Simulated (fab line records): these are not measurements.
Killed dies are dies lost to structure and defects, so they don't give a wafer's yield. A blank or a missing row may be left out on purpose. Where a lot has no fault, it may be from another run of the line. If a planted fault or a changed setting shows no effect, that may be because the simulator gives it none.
What tool caused it?	flow n5 finfet	6 lots with 18 wafers sampled at 2 steps, on a route of 1938 steps

WHAT THE GAUGES READ, wafer by wafer
N5_BEOL_M7_INSPECT_58: inspects for defects (darkfield).
lot	measured	on	raw defect count
L718	day 10 10:23	defect inspect-02	80 62 78
L719	day 10 19:04	defect inspect-01	53 48 60
L728	day 12 21:42	defect inspect-02	64 37 45
L733	day 14 05:52	defect inspect-01	120 108 62
L735	day 14 16:58	defect inspect-02	105 63 68
L738	day 15 20:41	defect inspect-01	82 81 67

WHAT TOOL EACH LOT RAN ON (gives the tool, then ch and the chambers of the sampled wafers, and finally the start)
lot	N5_BEOL_M7_DEP_56
L718	pecvd-04 ch 0,1, day 10 10:18
L719	pecvd-01 ch 0,2, day 10 18:58
L728	pecvd-02 ch 0,2, day 12 21:37
L733	pecvd-04 ch 0,1,2, day 14 05:46
L735	pecvd-01 ch 0,1,2, day 14 16:54
L738	pecvd-04 ch 0,2, day 15 20:35
- N5_BEOL_M7_DEP_56: deposits SiCN from 3MS/NH3, target thk 10 nm, time 17.5 s.

THE ANSWER, worked out from the rows above alone
Rule: usual is defined by the lots themselves. The widest of any qualifying gaps counts: lots, ordered by their means at a reading, are off when they make up no more than a third of the lots, leave a main group of 4 or more, and stand apart from it by 3 or more times the standard deviation of that group's means. A main group is skipped when, at the precision printed for the reading in the tables above, its means are all equal. A lot without any number at a reading at which 4 lots or more have one is off too. Any other lot the step has rows for is counted as sound.
None of the lots is off at any reading shown; this tells nothing.

WHAT THE SIMULATOR HAD INSERTED
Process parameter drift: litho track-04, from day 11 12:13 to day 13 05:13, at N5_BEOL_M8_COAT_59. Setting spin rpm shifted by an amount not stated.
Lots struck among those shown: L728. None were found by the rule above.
